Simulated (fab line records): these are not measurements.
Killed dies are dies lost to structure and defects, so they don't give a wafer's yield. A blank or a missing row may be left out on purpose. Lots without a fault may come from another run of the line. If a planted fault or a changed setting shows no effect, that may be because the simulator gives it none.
fab line records	flow nandHarc
record lots=14	wafers=42	lastDay=25
route steps=1159 shown A_STAIRCASE@707 A_BONDPAD@1088 THIN_TSV@1103 END@1159
lots untouched by any fault: they come from a run of this same line in which no faults occurred
startH: hours from the record's first day to the start of the lot's first wafer shown	waitH: hours since the lot's step before	" same as the row above	L1.1+2: one row covering several wafers at once	- no value, or no start given	* or withheld: withheld	< > ~ a bound
route shown NAME@n: NAME is a module with steps in the file, n the number in the route of the first one	usual: average and standard deviation across the fault-free wafers	same: alike in all rows	chamber/n: place in a boat	sites: the reading at each site	_std_site: standard deviation across them	_edge_site: the outer-site mean with the inner-site mean subtracted	radiusMm: for every site, how far away it sits from the centre of the wafer	mask NAME#n: copy n	behind: tool/chamber where the wafer was last shaped	hold: why the lot went on hold/how many hours it stayed there/how the hold came to an end	device: whichever transistor did not switch (one of n, p or np)	end of line: the same wafers' tests at the end of the route	where a step has no rows: the recipe by itself	killed: at the first sort, the dies lost to defects and structure; wafer yield is something else	map: shows each die of a wafer: x if killed, . if not, _ if none is there
set.NAME: the setting as run; set.NAME@STEP: as run at that earlier step	model.NAME: the simulator's own value behind a step, which no gauge read
a sample of lots followed through the steps of the route, with each step as a table and each wafer as a row
services: a tool's chamber out of use, with start hour (startH, from the record's first day; less than 0 if before it), hours out, and reason
## steps
# step NHARC_A_STAIRCASE_DEP_151
# recipe targetThkA=38000	tempC=400	targetThkNm=3800	teosFlowSccm=200	rfW=500	material=SiO2
# usual heaterPowerW=635/100	rfFwdPowerW=499.5/1.3
lot.wafer	tool	chamber	startH	waitH	heaterPowerW	rfFwdPowerW
L470.6	pecvd-01	2	280.45	0.7	633	498.9
L470.5	"	0	"	"	731	498.7
L470.4	"	1	"	"	570	499.6
L469.1	pecvd-03	1	283.52	0.5	641	500.3
L469.2	"	2	"	"	561	498.4
L469.6	"	2	"	"	476	496.7
L472.1	pecvd-02	2	300.97	0.6	726	500.7
L472.6	"	0	"	"	589	500.6
L472.5	"	1	"	"	525	498.1
L474.3	pecvd-02	1	306.00	0.7	630	498.6
L474.1	"	2	"	"	657	497.2
L474.4	"	1	"	"	531	498.9
L479.2	pecvd-03	1	331.78	0.4	594	501.5
L479.6	"	2	"	"	437	500.2
L479.4	"	0	"	"	744	499.6
L480.2	pecvd-03	0	353.93	0.4	855	498.3
L480.1	"	2	"	"	454	500.5
L480.4	"	0	"	"	727	496.5
L483.4	pecvd-02	1	354.22	0.7	538	499.5
L483.5	"	2	"	"	550	498.3
L483.6	"	0	"	"	559	498.1
L485.2	pecvd-01	2	375.57	0.8	721	501.0
L485.1	"	0	"	"	833	497.9
L485.4	"	2	"	"	649	501.5
L486.2	pecvd-02	0	375.75	1.0	709	499.5
L486.3	"	2	"	"	613	497.7
L486.6	"	1	"	"	541	501.5
L487.1	pecvd-01	1	386.68	0.5	715	499.4
L487.3	"	2	"	"	768	498.6
L487.4	"	0	"	"	709	500.6
L488.3	pecvd-02	2	386.68	0.5	606	498.3
L488.6	"	1	"	"	542	501.9
L488.5	"	0	"	"	570	498.8
L490.3	pecvd-01	1	393.56	0.4	690	498.5
L490.6	"	1	"	"	558	499.3
L490.5	"	2	"	"	662	501.2
L491.2	pecvd-02	2	414.89	0.5	591	499.7
L491.1	"	0	"	"	722	499.6
L491.4	"	1	"	"	526	500.5
L492.2	pecvd-02	1	423.91	0.4	668	498.9
L492.1	"	0	"	"	701	499.3
L492.4	"	1	"	"	532	499.4
# step NHARC_A_BONDPAD_CMP_19
# recipe tOverpolishS=30	cuRecessTouchS=16	targetThkNm=169.8
# usual motorCurrentA=11.9/0.75	overpolishRunS=30.001/0.01
lot.wafer	tool	chamber	startH	waitH	motorCurrentA	overpolishRunS
L470.4	cmp-03	0	419.95	-	12.0	29.998
L470.5	"	2	"	"	11.1	29.988
L470.6	"	3	"	"	11.4	29.980
L469.2	cmp-04	2	422.82	-	12.3	29.993
L469.1	"	3	"	"	11.8	30.006
L469.6	"	1	"	"	11.6	29.985
L474.4	cmp-04	3	434.02	-	12.1	30.023
L474.3	"	0	"	"	11.0	30.006
L474.1	"	1	"	"	11.6	29.999
L472.1	cmp-03	0	447.58	-	12.2	30.006
L472.5	"	3	"	"	11.4	30.017
L472.6	"	0	"	"	12.1	29.999
L479.2	cmp-01	1	478.28	-	13.5	29.999
L479.4	"	2	"	"	11.1	29.990
L479.6	"	2	"	"	11.0	30.011
L483.4	cmp-04	0	482.64	-	10.6	30.002
L483.5	"	2	"	"	11.9	30.000
L483.6	"	3	"	"	12.3	30.001
L480.4	cmp-01	2	482.94	-	10.8	29.993
L480.2	"	0	"	"	11.8	30.001
L480.1	"	1	"	"	13.3	29.994
L485.4	cmp-03	0	518.68	-	12.4	30.008
L485.2	"	1	"	"	13.2	30.004
L485.1	"	2	"	"	11.9	29.998
L486.2	cmp-03	0	523.38	-	12.1	29.973
L486.3	"	1	"	"	12.3	30.017
L486.6	"	3	"	"	10.9	30.018
L488.3	cmp-01	3	525.09	-	12.4	29.999
L488.5	"	0	"	"	11.6	30.015
L488.6	"	1	"	"	14.3	30.015
L487.4	cmp-04	1	526.71	-	11.9	30.001
L487.3	"	2	"	"	11.9	29.992
L487.1	"	0	"	"	10.7	30.009
L490.3	cmp-04	1	530.04	-	11.5	29.998
L490.6	"	2	"	"	12.3	29.987
L490.5	"	3	"	"	11.5	29.984
L491.2	cmp-01	2	546.51	-	11.0	30.004
L491.4	"	3	"	"	12.6	30.001
L491.1	"	1	"	"	13.4	29.997
L492.2	cmp-03	1	552.50	-	13.2	30.003
L492.1	"	2	"	"	11.7	30.000
L492.4	"	0	"	"	11.9	29.998
# step NHARC_THIN_TSV_THK_MEAS_02
# recipe thkMeasGauge=ir
# usual thkNm=3017/230
lot.wafer	tool	chamber	startH	waitH	thkNm
L469.1	filmMetro-02	-	440.61	0.2	2867
L469.2	"	-	"	"	3001
L469.6	"	-	"	"	2955
L470.4	filmMetro-02	-	443.82	-	2569
L470.5	"	-	"	"	2606
L470.6	"	-	"	"	2586
L474.1	filmMetro-01	-	448.94	0.2	2886
L474.3	"	-	"	"	3018
L474.4	"	-	"	"	3042
L472.1	filmMetro-02	-	459.88	0.2	2803
L472.5	"	-	"	"	2936
L472.6	"	-	"	"	2613
L483.4	filmMetro-01	-	493.08	0.2	2813
L483.5	"	-	"	"	3022
L483.6	"	-	"	"	3215
L479.2	filmMetro-01	-	494.30	0.2	2802
L479.4	"	-	"	"	2788
L479.6	"	-	"	"	2851
L480.1	filmMetro-02	-	495.48	0.2	3016
L480.2	"	-	"	"	3140
L480.4	"	-	"	"	3282
L485.1	filmMetro-02	-	532.24	-	2629
L485.2	"	-	"	"	2848
L485.4	"	-	"	"	2590
L486.2	filmMetro-02	-	535.84	-	2766
L486.3	"	-	"	"	2976
L486.6	"	-	"	"	2672
L488.3	filmMetro-02	-	538.15	0.2	2896
L488.5	"	-	"	"	3086
L488.6	"	-	"	"	3300
L487.1	filmMetro-02	-	540.55	-	2925
L487.3	"	-	"	"	2901
L487.4	"	-	"	"	2906
L490.3	filmMetro-01	-	541.96	0.2	3188
L490.5	"	-	"	"	3149
L490.6	"	-	"	"	3088
L491.1	filmMetro-02	-	558.54	-	3271
L491.2	"	-	"	"	2949
L491.4	"	-	"	"	2763
L492.1	filmMetro-01	-	564.52	-	2991
L492.2	"	-	"	"	3131
L492.4	"	-	"	"	2884
# step NHARC_END_SORT_01
# recipe tempC=25
# usual killedAtArray=28/11	killedAtOther=0.5/0.85	killedAtPeriphery=2.7/1.9	killedDies=32/12	killedOpen=3.3/1.6	killedShort=2.1/1.5
# same grossDies=677
lot.wafer	tool	chamber	startH	waitH	hold	killedAtArray	killedAtOther	killedAtPeriphery	killedDies	killedOpen	killedShort
L469.1	prober-02	0	457.19	2.6	-	21	0	2	23	3	1
L469.2	prober-02	0	457.99	2.8	-	11	0	2	13	3	3
L469.6	prober-02	0	461.21	4.0	-	19	0	1	20	2	1
L470.4	prober-01	0	467.30	3.4	-	19	0	4	23	3	2
L470.5	prober-01	0	468.11	3.7	-	19	1	2	22	4	3
L470.6	prober-01	0	468.91	4.0	-	23	0	3	26	1	3
L474.1	prober-01	0	472.69	2.5	-	8	0	0	8	2	2
L474.3	prober-01	0	474.31	3.1	-	6	0	3	9	3	0
L474.4	prober-01	0	475.12	3.4	-	12	0	2	14	2	1
L472.1	prober-01	0	480.53	2.5	-	15	0	4	19	6	1
L472.5	prober-01	0	483.72	3.7	-	24	0	2	26	3	2
L472.6	prober-01	0	484.52	4.0	-	20	0	3	23	1	2
L479.2	prober-01	0	513.71	2.8	awaitDispo/2.5h/release	22	3	1	26	7	1
L479.4	prober-01	0	515.31	3.4	awaitDispo/2.5h/release	71	1	1	73	4	1
L479.6	prober-01	0	516.91	4.0	awaitDispo/2.5h/release	16	3	1	20	2	0
L483.4	prober-02	0	515.32	3.4	-	44	0	4	48	5	1
L483.5	prober-02	0	516.11	3.7	-	45	1	3	49	5	4
L483.6	prober-02	0	516.90	3.9	-	48	0	2	50	2	3
L480.1	prober-02	0	520.66	2.5	awaitDispo/6.9h/release	37	1	5	43	4	1
L480.2	prober-02	0	521.47	2.8	awaitDispo/6.9h/release	72	2	1	75	1	1
L480.4	prober-02	0	523.09	3.4	awaitDispo/6.9h/release	78	4	5	87	2	3
L485.1	prober-02	0	548.36	2.5	-	26	0	1	27	2	1
L485.2	prober-02	0	549.16	2.8	-	27	0	0	27	4	1
L485.4	prober-02	0	550.76	3.4	-	27	0	2	29	3	0
L486.2	prober-02	0	556.91	2.8	-	31	1	3	35	2	0
L486.3	prober-02	0	557.71	3.1	-	31	0	1	32	4	3
L486.6	prober-02	0	560.11	4.0	-	37	0	3	40	4	2
L487.1	prober-02	0	563.94	2.5	-	12	0	1	13	1	2
L487.3	prober-02	0	565.54	3.1	-	24	0	0	24	4	4
L487.4	prober-02	0	566.34	3.4	-	16	0	4	20	2	3
L488.3	prober-02	0	573.35	3.1	-	29	0	0	29	0	1
L488.5	prober-02	0	574.97	3.7	-	42	0	4	46	3	1
L488.6	prober-02	0	575.78	4.0	-	44	0	4	48	4	3
L490.3	prober-01	0	573.40	3.1	-	41	1	2	44	2	2
L490.5	prober-01	0	574.97	3.6	-	32	0	7	39	5	3
L490.6	prober-01	0	575.76	3.9	-	25	1	3	29	0	3
L491.1	prober-01	0	579.48	2.4	-	46	0	4	50	4	2
L491.2	prober-01	0	580.27	2.7	-	51	1	0	52	0	1
L491.4	prober-01	0	581.85	3.4	-	41	0	0	41	0	1
L492.1	prober-01	0	587.26	2.5	-	29	0	5	34	4	1
L492.2	prober-01	0	588.06	2.8	-	27	0	1	28	4	2
L492.4	prober-01	0	589.67	3.4	-	31	0	6	37	5	2
# killed by level:class
L469.1 A_CHANNEL_HOLE_D1:chamberFilmFlake=5 A_WL_FILL:chamberFilmFlake=3 A_CONTACT:chamberFilmFlake=3 A_M1:chamberFilmFlake=3 A_SLIT:chamberFilmFlake=2 P_M0:geometricParticle:open=1 A_CONTACT:geometricParticle:open=1 A_BLC:geometricParticle:open=1
L469.2 A_CONTACT:chamberFilmFlake=4 A_CHANNEL_FILL_D1:geometricParticle:open=2 P_GATE:geometricParticle:short=1 P_M0:geometricParticle:open=1 A_SGD_CUT:geometricParticle:short=1 A_M1:geometricParticle:short=1 A_ZERO_WELL:chamberFilmFlake=1 A_WL_FILL:chamberFilmFlake=1
L469.6 A_WL_FILL:chamberFilmFlake=4 A_SLIT:chamberFilmFlake=3 A_CONTACT:chamberFilmFlake=3 A_CHANNEL_HOLE_D1:chamberFilmFlake=2 A_M1:chamberFilmFlake=2 A_CHANNEL_HOLE_D1:geometricParticle:open=1 A_CONTACT:geometricParticle:open=1 A_M0:geometricParticle:short=1
L470.4 A_SLIT:chamberFilmFlake=12 A_M0:geometricParticle:open=2 P_STI:chamberFilmFlake=2 P_CONTACT:geometricParticle:open=1 A_CHANNEL_FILL_D1:geometricParticle:short=1 A_WL_FILL:geometricParticle:short=1 P_M0:chamberFilmFlake=1 A_CHANNEL_HOLE_D1:chamberFilmFlake=1
L470.5 A_SLIT:chamberFilmFlake=7 A_CHANNEL_HOLE_D1:chamberFilmFlake=3 A_SGD_CUT:geometricParticle:open=2 A_CONTACT:chamberFilmFlake=2 P_CONTACT:geometricParticle:open=1 A_CHANNEL_FILL_D1:geometricParticle:open=1 A_CHANNEL_FILL_D1:geometricParticle:short=1 A_WL_FILL:geometricParticle:short=1
L470.6 A_SLIT:chamberFilmFlake=10 A_STAIRCASE:chamberFilmFlake=3 A_CONTACT:chamberFilmFlake=3 P_CONTACT:geometricParticle:short=2 A_CHANNEL_HOLE_D1:chamberFilmFlake=2 A_WL_FILL:chamberFilmFlake=2 A_CHANNEL_FILL_D1:geometricParticle:short=1 A_WL_FILL:geometricParticle:open=1
L474.1 A_STAIRCASE:chamberFilmFlake=2 A_CHANNEL_FILL_D1:geometricParticle:short=1 A_WL_FILL:geometricParticle:short=1 A_CONTACT:geometricParticle:open=1 A_BLC:geometricParticle:open=1 A_CHANNEL_HOLE_D1:chamberFilmFlake=1 A_CONTACT:chamberFilmFlake=1
L474.3 A_ZERO_WELL:chamberFilmFlake=2 A_CHANNEL_HOLE_D1:chamberFilmFlake=2 P_CONTACT:geometricParticle:open=1 P_M0:geometricParticle:open=1 A_CONTACT:geometricParticle:open=1 P_STI:chamberFilmFlake=1 A_M1:chamberFilmFlake=1
L474.4 A_CHANNEL_HOLE_D1:chamberFilmFlake=4 A_STAIRCASE:chamberFilmFlake=2 A_CONTACT:chamberFilmFlake=2 A_SOURCE_PLATE:geometricParticle:short=1 A_ONON_D1:geometricParticle:open=1 A_STAIRCASE:geometricParticle:open=1 P_ZERO_WELL:chamberFilmFlake=1 P_STI:chamberFilmFlake=1
L472.1 A_CHANNEL_HOLE_D1:chamberFilmFlake=5 A_CONTACT:chamberFilmFlake=3 P_M0:chamberFilmFlake=2 A_STAIRCASE:chamberFilmFlake=2 P_CONTACT:geometricParticle:open=1 P_M1:geometricParticle:short=1 A_SGD_CUT:geometricParticle:open=1 A_WL_FILL:geometricParticle:open=1
L472.5 A_CHANNEL_HOLE_D1:chamberFilmFlake=11 A_BLC:chamberFilmFlake=5 A_STAIRCASE:chamberFilmFlake=2 A_CONTACT:chamberFilmFlake=2 P_GATE:geometricParticle:short=1 P_GATE:geometricParticle:open=1 A_CHANNEL_HOLE_D1:geometricParticle:open=1 A_WL_FILL:geometricParticle:short=1
L472.6 A_BLC:chamberFilmFlake=8 A_CHANNEL_HOLE_D1:chamberFilmFlake=6 P_STI:chamberFilmFlake=2 A_STAIRCASE:chamberFilmFlake=2 A_CONTACT:chamberFilmFlake=2 P_M1:geometricParticle:short=1 A_CHANNEL_FILL_D1:geometricParticle:short=1 A_CONTACT:geometricParticle:open=1
L479.2 A_CONTACT:chamberFilmFlake=11 THIN_TSV:chamberFilmFlake=3 A_M0:geometricParticle:open=2 A_CHANNEL_FILL_D1:chamberFilmFlake=2 P_CONTACT:geometricParticle:open=1 A_ONON_D1:geometricParticle:open=1 A_CHANNEL_FILL_D1:geometricParticle:open=1 A_SGD_CUT:geometricParticle:short=1
L479.4 A_STAIRCASE:areaDep=53 A_CHANNEL_HOLE_D1:chamberFilmFlake=4 A_CHANNEL_FILL_D1:chamberFilmFlake=4 A_CONTACT:chamberFilmFlake=4 P_GATE:geometricParticle:open=1 A_CHANNEL_FILL_D1:geometricParticle:short=1 A_SGD_CUT:geometricParticle:open=1 A_CONTACT:geometricParticle:open=1
L483.4 A_CHANNEL_HOLE_D1:chamberFilmFlake=14 A_STAIRCASE:chamberFilmFlake=12 A_SLIT:chamberFilmFlake=11 P_M0:geometricParticle:open=2 A_ZERO_WELL:chamberFilmFlake=2 P_CONTACT:geometricParticle:short=1 A_SOURCE_PLATE:geometricParticle:open=1 A_ONON_D1:geometricParticle:open=1
L483.5 A_CHANNEL_HOLE_D1:chamberFilmFlake=15 A_SLIT:chamberFilmFlake=13 A_STAIRCASE:chamberFilmFlake=6 A_CONTACT:geometricParticle:open=2 P_CONTACT:geometricParticle:open=1 P_M0:geometricParticle:open=1 A_ONON_D1:geometricParticle:short=1 A_CHANNEL_HOLE_D1:geometricParticle:short=1
L483.6 A_SLIT:chamberFilmFlake=13 A_CHANNEL_HOLE_D1:chamberFilmFlake=12 A_STAIRCASE:chamberFilmFlake=7 A_CONTACT:chamberFilmFlake=6 A_CHANNEL_FILL_D1:chamberFilmFlake=3 A_SOURCE_PLATE:geometricParticle:short=1 A_ONON_D1:geometricParticle:open=1 A_WL_FILL:geometricParticle:short=1
L479.6 A_CHANNEL_HOLE_D1:chamberFilmFlake=4 A_CHANNEL_FILL_D1:chamberFilmFlake=3 A_STAIRCASE:chamberFilmFlake=3 A_CONTACT:chamberFilmFlake=2 HYBRID_BOND:latent=2 A_ONON_D1:geometricParticle:open=1 A_CHANNEL_FILL_D1:geometricParticle:open=1 THIN_TSV:chamberFilmFlake=1
L480.1 A_SLIT:chamberFilmFlake=15 A_CHANNEL_HOLE_D1:chamberFilmFlake=5 A_STAIRCASE:chamberFilmFlake=4 A_WL_FILL:chamberFilmFlake=4 P_ZERO_WELL:chamberFilmFlake=2 P_GATE:chamberFilmFlake=2 A_CONTACT:chamberFilmFlake=2 P_GATE:geometricParticle:open=1
L480.2 A_STAIRCASE:areaDep=52 A_SLIT:chamberFilmFlake=5 A_CHANNEL_HOLE_D1:chamberFilmFlake=4 A_ZERO_WELL:chamberFilmFlake=3 A_WL_FILL:chamberFilmFlake=3 THIN_TSV:chamberFilmFlake=2 A_CHANNEL_FILL_D1:geometricParticle:open=1 A_CHANNEL_FILL_D1:geometricParticle:short=1
L480.4 A_STAIRCASE:areaDep=50 A_SLIT:chamberFilmFlake=19 A_CHANNEL_HOLE_D1:chamberFilmFlake=4 THIN_TSV:chamberFilmFlake=4 P_ZERO_WELL:chamberFilmFlake=2 A_WL_FILL:chamberFilmFlake=2 P_GATE:geometricParticle:short=1 P_CONTACT:geometricParticle:short=1
L485.1 A_CHANNEL_HOLE_D1:chamberFilmFlake=14 A_CONTACT:chamberFilmFlake=5 A_STAIRCASE:chamberFilmFlake=3 P_CONTACT:geometricParticle:open=1 A_CHANNEL_FILL_D1:geometricParticle:open=1 A_CHANNEL_FILL_D1:geometricParticle:short=1 A_ZERO_WELL:chamberFilmFlake=1 A_WL_FILL:chamberFilmFlake=1
L485.2 A_CHANNEL_HOLE_D1:chamberFilmFlake=16 A_CONTACT:chamberFilmFlake=4 A_M0:geometricParticle:open=2 A_STAIRCASE:chamberFilmFlake=2 A_CONTACT:geometricParticle:open=1 A_BLC:geometricParticle:open=1 A_M0:geometricParticle:short=1
L485.4 A_CHANNEL_HOLE_D1:chamberFilmFlake=17 A_STAIRCASE:chamberFilmFlake=4 A_CONTACT:chamberFilmFlake=3 P_M0:geometricParticle:open=1 A_STAIRCASE:geometricParticle:open=1 A_CONTACT:geometricParticle:open=1 P_M1:chamberFilmFlake=1 A_WL_FILL:chamberFilmFlake=1
L486.2 A_SLIT:chamberFilmFlake=12 A_CHANNEL_HOLE_D1:chamberFilmFlake=10 A_CONTACT:chamberFilmFlake=8 P_CONTACT:geometricParticle:open=1 P_M0:geometricParticle:open=1 P_GATE:chamberFilmFlake=1 A_STAIRCASE:chamberFilmFlake=1 THIN_TSV:chamberFilmFlake=1
L486.3 A_SLIT:chamberFilmFlake=15 A_CONTACT:chamberFilmFlake=6 A_CONTACT:geometricParticle:open=2 A_CHANNEL_HOLE_D1:chamberFilmFlake=2 A_ONON_D1:geometricParticle:short=1 A_CHANNEL_HOLE_D1:geometricParticle:short=1 A_CHANNEL_FILL_D1:geometricParticle:short=1 A_CHANNEL_FILL_D1:geometricParticle:open=1
L486.6 A_SLIT:chamberFilmFlake=22 A_CONTACT:chamberFilmFlake=4 A_CHANNEL_HOLE_D1:chamberFilmFlake=3 A_STAIRCASE:chamberFilmFlake=3 P_M0:geometricParticle:open=1 P_BONDPAD:geometricParticle:open=1 A_CHANNEL_HOLE_D1:geometricParticle:short=1 A_CHANNEL_FILL_D1:geometricParticle:open=1
L487.1 A_CHANNEL_HOLE_D1:chamberFilmFlake=4 A_WL_FILL:chamberFilmFlake=2 P_CONTACT:geometricParticle:open=1 A_WL_FILL:geometricParticle:short=1 A_M0:geometricParticle:short=1 A_CHANNEL_FILL_D1:chamberFilmFlake=1 A_STAIRCASE:chamberFilmFlake=1 A_SLIT:chamberFilmFlake=1
L487.3 A_CHANNEL_HOLE_D1:chamberFilmFlake=5 A_WL_FILL:chamberFilmFlake=4 A_CONTACT:chamberFilmFlake=4 A_STAIRCASE:chamberFilmFlake=3 A_CONTACT:geometricParticle:open=2 A_ONON_D1:geometricParticle:short=1 A_CHANNEL_HOLE_D1:geometricParticle:open=1 A_STAIRCASE:geometricParticle:open=1
L487.4 A_CHANNEL_HOLE_D1:chamberFilmFlake=5 A_CONTACT:chamberFilmFlake=4 A_STAIRCASE:chamberFilmFlake=3 P_GATE:geometricParticle:short=1 P_M0:geometricParticle:open=1 A_ONON_D1:geometricParticle:short=1 A_WL_FILL:geometricParticle:short=1 A_CONTACT:geometricParticle:open=1
L488.3 A_CHANNEL_HOLE_D1:chamberFilmFlake=10 A_SLIT:chamberFilmFlake=8 A_CONTACT:chamberFilmFlake=5 A_STAIRCASE:chamberFilmFlake=4 A_WL_FILL:geometricParticle:short=1 A_WL_FILL:chamberFilmFlake=1
L490.3 A_SLIT:chamberFilmFlake=21 A_CHANNEL_HOLE_D1:chamberFilmFlake=4 A_STAIRCASE:chamberFilmFlake=4 A_CONTACT:chamberFilmFlake=3 A_CONTACT:geometricParticle:open=2 A_CHANNEL_FILL_D1:chamberFilmFlake=2 A_SGD_CUT:chamberFilmFlake=2 P_M0:geometricParticle:short=1
L488.5 A_SLIT:chamberFilmFlake=20 A_CHANNEL_HOLE_D1:chamberFilmFlake=12 A_STAIRCASE:chamberFilmFlake=4 A_CONTACT:chamberFilmFlake=3 P_M0:geometricParticle:open=2 P_ZERO_WELL:chamberFilmFlake=2 A_WL_FILL:geometricParticle:short=1 A_WL_FILL:geometricParticle:open=1
L490.5 A_SLIT:chamberFilmFlake=13 A_CHANNEL_HOLE_D1:chamberFilmFlake=6 A_STAIRCASE:chamberFilmFlake=4 P_BONDPAD:chamberFilmFlake=3 A_CONTACT:chamberFilmFlake=3 A_CONTACT:geometricParticle:open=2 P_CONTACT:geometricParticle:open=1 P_M0:geometricParticle:open=1
L490.6 A_SLIT:chamberFilmFlake=12 A_CHANNEL_HOLE_D1:chamberFilmFlake=5 A_STAIRCASE:chamberFilmFlake=3 A_CONTACT:chamberFilmFlake=2 P_CONTACT:geometricParticle:short=1 A_ONON_D1:geometricParticle:short=1 A_CONTACT:geometricParticle:short=1 P_ZERO_WELL:chamberFilmFlake=1
L488.6 A_SLIT:chamberFilmFlake=19 A_CHANNEL_HOLE_D1:chamberFilmFlake=10 A_STAIRCASE:chamberFilmFlake=5 A_CONTACT:chamberFilmFlake=3 P_ZERO_WELL:chamberFilmFlake=2 A_WL_FILL:chamberFilmFlake=2 P_M0:geometricParticle:short=1 P_M2:geometricParticle:open=1
L491.1 A_SLIT:chamberFilmFlake=14 A_CHANNEL_HOLE_D1:chamberFilmFlake=10 A_CONTACT:chamberFilmFlake=7 A_BLC:chamberFilmFlake=5 A_STAIRCASE:chamberFilmFlake=4 A_M1:chamberFilmFlake=2 P_GATE:geometricParticle:open=1 P_CONTACT:geometricParticle:open=1
L491.2 A_SLIT:chamberFilmFlake=22 A_STAIRCASE:chamberFilmFlake=8 A_CHANNEL_HOLE_D1:chamberFilmFlake=6 A_BLC:chamberFilmFlake=6 A_M1:chamberFilmFlake=5 A_CONTACT:chamberFilmFlake=4 STARTING-WAFER:geometricParticle:short=1
L491.4 A_SLIT:chamberFilmFlake=19 A_CHANNEL_HOLE_D1:chamberFilmFlake=8 A_STAIRCASE:chamberFilmFlake=6 A_M1:chamberFilmFlake=3 A_CHANNEL_FILL_D1:chamberFilmFlake=2 A_CONTACT:chamberFilmFlake=2 A_SGD_CUT:geometricParticle:short=1
L492.1 A_SLIT:chamberFilmFlake=19 A_CONTACT:chamberFilmFlake=3 P_CONTACT:chamberFilmFlake=2 P_CONTACT:geometricParticle:short=1 P_CONTACT:geometricParticle:open=1 A_CHANNEL_FILL_D1:geometricParticle:open=1 A_SGD_CUT:geometricParticle:open=1 A_CONTACT:geometricParticle:open=1
L492.2 A_SLIT:chamberFilmFlake=17 A_CHANNEL_FILL_D1:chamberFilmFlake=3 A_CHANNEL_FILL_D1:geometricParticle:open=2 A_SGD_CUT:geometricParticle:short=1 A_CONTACT:geometricParticle:short=1 A_BLC:geometricParticle:open=1 A_M0:geometricParticle:open=1 P_CONTACT:chamberFilmFlake=1
L492.4 A_SLIT:chamberFilmFlake=14 A_STAIRCASE:chamberFilmFlake=5 P_CONTACT:chamberFilmFlake=4 A_CHANNEL_HOLE_D1:chamberFilmFlake=2 A_M1:chamberFilmFlake=2 P_CONTACT:geometricParticle:open=1 P_M0:geometricParticle:open=1 A_CHANNEL_HOLE_D1:geometricParticle:short=1
## services
tool	chamber	startH	hours	kind
cmp-03	-	262.76	1.4	repair
cmp-03	-	276.13	0.8	repair
cmp-01	-	277.83	4.0	pm
cmp-03	-	283.16	4.0	pm
cmp-04	-	301.07	4.0	pm
cmp-04	-	311.77	0.7	repair
pecvd-01	-	318.23	4.8	repair
cmp-01	-	320.99	1.7	repair
pecvd-02	-	334.45	13.0	pm
pecvd-01	2	361.15	11.4	repair
cmp-01	-	368.70	0.5	repair
cmp-01	-	375.83	4.0	pm
cmp-03	-	381.16	4.0	pm
cmp-03	-	391.96	2.9	repair
cmp-01	-	395.10	2.0	repair
cmp-04	-	399.07	4.0	pm
pecvd-01	-	418.00	13.0	pm
cmp-03	-	449.40	11.6	repair
cmp-01	-	449.78	2.5	repair
cmp-03	-	479.16	4.0	pm
cmp-04	-	497.07	4.0	pm
cmp-03	-	512.19	2.0	repair
pecvd-02	-	515.49	13.0	pm
cmp-04	-	522.94	0.5	repair
## key
firstSign step=NHARC_END_SORT_01	reading=killedAtArray	direction=up	sigmas=4	usual=28	struck=74
effect step=NHARC_END_SORT_01	reading=killedDies	direction=up	sigmas=4	usual=32	struck=78
moreKillsBornAt NHARC_A_STAIRCASE_DEP_151@pecvd-03=155
metAt NHARC_A_STAIRCASE_DEP_151
struckLots L479,L480
struckWafers L479.4,L480.2,L480.4
testerLeftOut L479,L480
notActingAt NHARC_A_BONDPAD_CMP_19,NHARC_THIN_TSV_THK_MEAS_02
fault kind=processParameterDrift	tool=pecvd-03	chamber=0	onsetH=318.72	steps=NHARC_A_STAIRCASE_DEP_151	channel=targetThkA	offset=*	shape=step	endH=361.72	actsIn=*	stated=*
# testerLeftOut: of these lots the tester's yield and bins aren't shown, on N5 and GAA mostly nor the transistor test; their killed dies are dies lost to structure and defects alone, not to doping, threshold or leakage, so they don't give the yield
